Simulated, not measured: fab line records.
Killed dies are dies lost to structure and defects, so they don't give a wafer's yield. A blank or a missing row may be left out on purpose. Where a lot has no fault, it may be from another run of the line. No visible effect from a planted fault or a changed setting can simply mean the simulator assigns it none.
Which tool did it? + flow n5-finfet + 11 lots, 33 wafers sampled, at 4 steps of a route of 1938

## WHAT THE GAUGES SHOWED, per wafer
No reading from a measuring or inspecting step in the record can be judged against a usual standard deviation.

## WHAT TOOL EACH LOT RAN ON (gives the tool, then ch and the chambers of the sampled wafers, and finally the start)
| lot  | N5_BEOL_M15_PRE_CLEAN_42     | N5_MIM_TOP_SPUTTER_03        | N5_MIM_TOP_LITHO_DESCUM_10         | N5_MIM_BOT_ETCH_ETCH_03           |
|------|------------------------------|------------------------------|------------------------------------|-----------------------------------|
| L200 | pvd-sputter-01, day 11 07:56 | pvd-sputter-02, day 11 13:30 | rie-diel-02 ch 0,2,3, day 11 13:59 | rie-metal-03 ch 0,1, day 11 15:00 |
| L201 | pvd-sputter-02, day 11 22:35 | pvd-sputter-03, day 12 03:23 | rie-diel-05 ch 0,1,2, day 12 04:02 | rie-metal-01 ch 0,1, day 12 05:08 |
| L203 | pvd-sputter-02, day 12 14:43 | pvd-sputter-03, day 12 18:50 | rie-diel-02 ch 0,1,3, day 12 19:26 | rie-metal-01 ch 0,1, day 12 20:22 |
| L208 | pvd-sputter-01, day 13 16:49 | pvd-sputter-03, day 13 22:52 | rie-diel-01 ch 0,1, day 13 23:38   | rie-metal-01 ch 0,1, day 14 01:02 |
| L209 | pvd-sputter-03, day 14 17:19 | pvd-sputter-01, day 14 21:16 | rie-diel-01 ch 0,2, day 14 21:53   | rie-metal-01 ch 0,1, day 14 22:53 |
| L210 | pvd-sputter-02, day 14 17:47 | pvd-sputter-01, day 14 21:34 | rie-diel-05 ch 0,2,3, day 14 22:11 | rie-metal-03 ch 0,1, day 14 23:05 |
| L215 | pvd-sputter-01, day 16 04:12 | pvd-sputter-03, day 16 08:26 | rie-diel-01 ch 0,2,3, day 16 09:11 | rie-metal-01 ch 0,1, day 16 10:22 |
| L220 | pvd-sputter-03, day 16 20:21 | pvd-sputter-03, day 17 02:34 | rie-diel-05 ch 0,1,3, day 17 03:59 | rie-metal-01 ch 0,1, day 17 05:32 |
| L221 | pvd-sputter-03, day 17 08:53 | pvd-sputter-02, day 17 14:13 | rie-diel-02 ch 2,3, day 17 15:52   | rie-metal-03 ch 0,1, day 17 17:51 |
| L222 | pvd-sputter-02, day 17 13:50 | pvd-sputter-03, day 17 17:52 | rie-diel-05 ch 0,1,2, day 17 20:24 | rie-metal-02 ch 0, day 17 22:53   |
| L223 | pvd-sputter-01, day 17 20:17 | pvd-sputter-01, day 18 01:03 | rie-diel-05 ch 0,1,2, day 18 02:13 | rie-metal-02 ch 0, day 18 03:37   |
- N5_BEOL_M15_PRE_CLEAN_42: time 30 s.
- N5_MIM_TOP_SPUTTER_03: material TiN, target thk 35 nm, time 89.7 s.
- N5_MIM_TOP_LITHO_DESCUM_10: chemistry O2, time 7.9 s.
- N5_MIM_BOT_ETCH_ETCH_03: etches the open film in Cl2/BCl3, target depth 12 nm.

## AS READ BY THE TOOLS THEMSELVES (means over the sampled wafers that have a number; for cases with no such wafer, the mark the record gives instead)
N5_BEOL_M15_PRE_CLEAN_42. Usual: heater-power-w 465 W, standard deviation 59.
| lot  | tool           | heater-power-w (W) | flag |
|------|----------------|--------------------|------|
| L200 | pvd-sputter-01 | 456                |      |
| L201 | pvd-sputter-02 | 438                |      |
| L203 | pvd-sputter-02 | 443                |      |
| L208 | pvd-sputter-01 | 398                |      |
| L209 | pvd-sputter-03 | 451                |      |
| L210 | pvd-sputter-02 | 477                |      |
| L215 | pvd-sputter-01 | 480                |      |
| L220 | pvd-sputter-03 | 488                |      |
| L221 | pvd-sputter-03 | 519                |      |
| L222 | pvd-sputter-02 | 473                |      |
| L223 | pvd-sputter-01 | 435                |      |

N5_MIM_TOP_SPUTTER_03. Usual: throttle-valve-pct 30.4 %, standard deviation 0.42.
| lot  | tool           | throttle-valve-pct (%) | flag |
|------|----------------|------------------------|------|
| L200 | pvd-sputter-02 | 30.7                   |      |
| L201 | pvd-sputter-03 | 30.0                   |      |
| L203 | pvd-sputter-03 | 30.3                   |      |
| L208 | pvd-sputter-03 | 29.9                   |      |
| L209 | pvd-sputter-01 | 30.6                   |      |
| L210 | pvd-sputter-01 | 29.8                   |      |
| L215 | pvd-sputter-03 | 30.2                   |      |
| L220 | pvd-sputter-03 | 30.0                   |      |
| L221 | pvd-sputter-02 | 30.9                   |      |
| L222 | pvd-sputter-03 | 30.1                   |      |
| L223 | pvd-sputter-01 | 30.2                   |      |

N5_MIM_TOP_LITHO_DESCUM_10. Usual: drypump-motor-current-A 5.7 A, standard deviation 0.44; oes-product-au 0.80 a.u., standard deviation 0.093; rf-fwd-power-W 49.67 W, standard deviation 0.19; rf-vpp-V 242.5 V, standard deviation 1; showerhead-plenum-p-Torr 2.05 Torr, standard deviation 0.039; throttle-valve-pct 20.40 %, standard deviation 0.22.
| lot  | tool        | drypump-motor-current-A (A) | oes-product-au (a.u.) | rf-fwd-power-W (W) | rf-vpp-V (V) | showerhead-plenum-p-Torr (Torr) | throttle-valve-pct (%) | flag |
|------|-------------|-----------------------------|-----------------------|--------------------|--------------|---------------------------------|------------------------|------|
| L200 | rie-diel-02 | 5.9                         | 0.74                  | 49.74              | 243.1        | 2.06                            | 20.56                  |      |
| L201 | rie-diel-05 | 5.4                         | 0.85                  | 49.68              | 241.8        | 2.03                            | 20.28                  |      |
| L203 | rie-diel-02 | 5.9                         | 0.72                  | 49.53              | 242.7        | 2.06                            | 20.41                  |      |
| L208 | rie-diel-01 | 6.2                         | 0.85                  | 49.67              | 242.0        | 2.04                            | 20.15                  |      |
| L209 | rie-diel-01 | 6.0                         | 0.82                  | 49.61              | 241.3        | 2.03                            | 20.37                  |      |
| L210 | rie-diel-05 | 5.3                         | 0.84                  | 50.03              | 242.2        | 2.03                            | 20.43                  |      |
| L215 | rie-diel-01 | 5.7                         | 0.84                  | 49.53              | 242.6        | 2.03                            | 20.32                  |      |
| L220 | rie-diel-05 | 5.6                         | 0.87                  | 49.65              | 243.2        | 2.05                            | 20.33                  |      |
| L221 | rie-diel-02 | 6.0                         | 0.69                  | 49.70              | 242.9        | 2.06                            | 20.76                  |      |
| L222 | rie-diel-05 | 5.4                         | 0.89                  | 49.62              | 243.1        | 2.10                            | 20.21                  |      |
| L223 | rie-diel-05 | 5.4                         | 0.88                  | 49.93              | 243.6        | 2.10                            | 20.21                  |      |

N5_MIM_BOT_ETCH_ETCH_03. Usual: bcl3-flow-sccm 79.99 sccm, standard deviation 0.27; drypump-motor-current-A 5.3 A, standard deviation 0.38; oes-product-au 0.81 a.u., standard deviation 0.069; rf-fwd-power-W 793.3 W, standard deviation 2.4; throttle-valve-pct 27.47 %, standard deviation 0.16.
| lot  | tool         | bcl3-flow-sccm (sccm) | drypump-motor-current-A (A) | oes-product-au (a.u.) | rf-fwd-power-W (W) | throttle-valve-pct (%) | flag |
|------|--------------|-----------------------|-----------------------------|-----------------------|--------------------|------------------------|------|
| L200 | rie-metal-03 | 79.67                 | 5.4                         | 0.87                  | 793.8              | 27.56                  |      |
| L201 | rie-metal-01 | 79.80                 | 5.0                         | 0.85                  | 792.5              | 27.40                  |      |
| L203 | rie-metal-01 | 80.18                 | 5.2                         | 0.85                  | 793.5              | 27.32                  |      |
| L208 | rie-metal-01 | 79.98                 | 5.2                         | 0.84                  | 794.3              | 27.32                  |      |
| L209 | rie-metal-01 | 79.97                 | 5.0                         | 0.82                  | 792.5              | 27.41                  |      |
| L210 | rie-metal-03 | 79.71                 | 5.1                         | 0.79                  | 795.1              | 27.62                  |      |
| L215 | rie-metal-01 | 80.07                 | 5.0                         | 1.13                  | 791.0              | 27.41                  | OFF  |
| L220 | rie-metal-01 | 79.83                 | 5.2                         | 1.13                  | 792.9              | 27.33                  | OFF  |
| L221 | rie-metal-03 | 80.06                 | 5.4                         | 0.82                  | 793.8              | 27.58                  |      |
| L222 | rie-metal-02 | 80.21                 | 5.9                         | 0.74                  | 794.2              | 27.38                  |      |
| L223 | rie-metal-02 | 80.42                 | 5.9                         | 0.74                  | 794.2              | 27.37                  |      |

## THE ANSWER, worked out from the rows above alone
Rule: lot off if the mean of its wafers having a number is beyond 3 standard deviations from the usual mean. A lot without any number at a reading at which 4 lots or more have one is off too. Any other lot the step has rows for is counted as sound. After the gauges, taken in route order, come the tools' own readings; for these a lot's mean is taken, as printed above. The first step at which some lot is off is used, and at that step the reading that is off furthest; a lot without a number counts as furthest.
Off at N5_MIM_BOT_ETCH_ETCH_03 (oes-product-au): L215, L220.
A tool fits if, at that step or a process step before it, it ran every lot that is off, and no sound lot after the first of them. One fits: N5_MIM_BOT_ETCH_ETCH_03 on rie-metal-01. A fault onset in the window from L209 (day 14 22:53, its last sound lot) to L215 (day 16 10:22, its first lot off) fits.
The tool's own readings at N5_MIM_BOT_ETCH_ETCH_03 bear it out: on the lots that are off they differ by more than 5 times the standard deviation of the sound lots' means. oes-product-au reads 1.13 a.u. there against 0.81 a.u. on the sound lots.

## WHAT THE SIMULATOR PUT IN
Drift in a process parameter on rie-metal-01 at N5_MIM_BOT_ETCH_ETCH_03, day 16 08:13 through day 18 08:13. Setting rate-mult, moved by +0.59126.
Shown lots that were struck: L215, L220. The same result came from the rule above.
